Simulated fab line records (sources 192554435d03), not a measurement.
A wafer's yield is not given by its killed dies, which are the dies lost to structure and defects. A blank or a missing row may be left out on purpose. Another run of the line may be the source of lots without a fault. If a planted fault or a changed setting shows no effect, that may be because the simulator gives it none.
Matching of chambers | flow n5-finfet | N5_STI_FIN_REVEAL_CMP_04 on cmp-02 has 4 sister chambers
The step polishes, stops on Si3N4, t overpolish 4 s, target thk 131.83 nm. 4 wafers are shown with their chamber, then 7 later ones without.

== WAFERS WITH THEIR CHAMBER ==
wafer  | chamber | motor-current-A (A)
L078.6 | 0       | 10.0
L082.1 | 1       | 8.2
L084.2 | 3       | 8.1
L084.5 | 2       | 8.1

== WAFERS WHOSE CHAMBER IS MISSING ==
wafer  | motor-current-A (A)
L084.6 | 7.9
L087.2 | 10.1
L087.3 | 7.7
L087.6 | 8.5
L091.2 | 7.8
L091.5 | 9.8
L091.6 | 8.6

== THE CHAMBER EACH PASSED THROUGH ==
wafer  | from the rows above          | in truth
L084.6 | can't be placed: 2 or 3 or 1 | 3
L087.2 | 0                            | 0
L087.3 | can't be placed: 2 or 3 or 1 | 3
L087.6 | can't be placed: 1 or 2 or 3 | 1
L091.2 | can't be placed: 2 or 3 or 1 | 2
L091.5 | 0                            | 0
L091.6 | can't be placed: 1 or 2 or 3 | 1
Correctly placed: 2 of 7. Can't be placed from these rows: 5 (the true chamber is among the candidates in 5). Number placed wrongly: 0.
How it was worked out, from the rows above alone: a wafer's distance from a chamber is the root of the sum, over the readings, of the square of ((its reading less the chamber's mean) divided by the reading's scatter). The wafer belongs to the nearest chamber; if the next one is less than 2 further off, it can't be placed. The mean given for a chamber averages the wafers shown for that chamber. The scatter: with one shown wafer a chamber, the root of the mean of the squares of how far each hidden wafer lies from its nearest shown one.
